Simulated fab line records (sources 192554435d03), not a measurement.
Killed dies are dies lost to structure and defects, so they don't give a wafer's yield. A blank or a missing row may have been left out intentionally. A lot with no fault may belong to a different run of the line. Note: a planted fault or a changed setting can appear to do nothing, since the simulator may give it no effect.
Chamber matching    flow n5_finfet    N5_BEOL_M2_STRIP_36 on rie_diel-02 has 4 sister chambers
The step strips in N2/H2. 7 wafers are shown with their chamber, then 9 later ones without.

WAFERS PAIRED WITH THEIR CHAMBERS
wafer   chamber  drypump_motor_current_A (A)  showerhead_plenum_p_Torr (Torr)
L078.6  3        6.1                          2.43
L081.1  3        6.1                          2.42
L083.5  0        5.9                          2.40
L085.5  0        5.9                          2.40
L090.3  2        6.2                          2.62
L090.5  1        5.0                          2.42
L090.6  2        6.1                          2.62

WAFERS WITH NO CHAMBER GIVEN
wafer   drypump_motor_current_A (A)  showerhead_plenum_p_Torr (Torr)
L091.2  6.1                          2.41
L091.4  6.2                          2.62
L091.5  5.0                          2.42
L092.2  5.9                          2.39
L092.3  6.1                          2.41
L092.5  5.9                          2.39
L097.1  5.0                          2.41
L097.2  5.9                          2.39
L097.3  6.2                          2.62

WHICH CHAMBER EACH ONE RAN IN
wafer   from the rows above      in truth
L091.2  can't be placed: 3 or 0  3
L091.4  2                        2
L091.5  1                        1
L092.2  0                        0
L092.3  can't be placed: 3 or 0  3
L092.5  0                        0
L097.1  1                        1
L097.2  0                        0
L097.3  2                        2
Correctly placed: 7 of 9. From these rows, 2 cannot be placed; in 2 the true chamber is one of the candidates. Number placed wrongly: 0.
How it was worked out, from the rows above alone: a wafer's distance from a chamber is the root of the sum, over the readings, of the square of ((its reading less the chamber's mean) divided by the reading's scatter). The wafer belongs to the nearest chamber; if the next one is less than 2 further off, it can't be placed. Each chamber's mean is taken over the wafers shown for it. The scatter: the root of (the sum of the squares of (reading less its chamber's mean) over the shown wafers, divided by (wafers less chambers)).
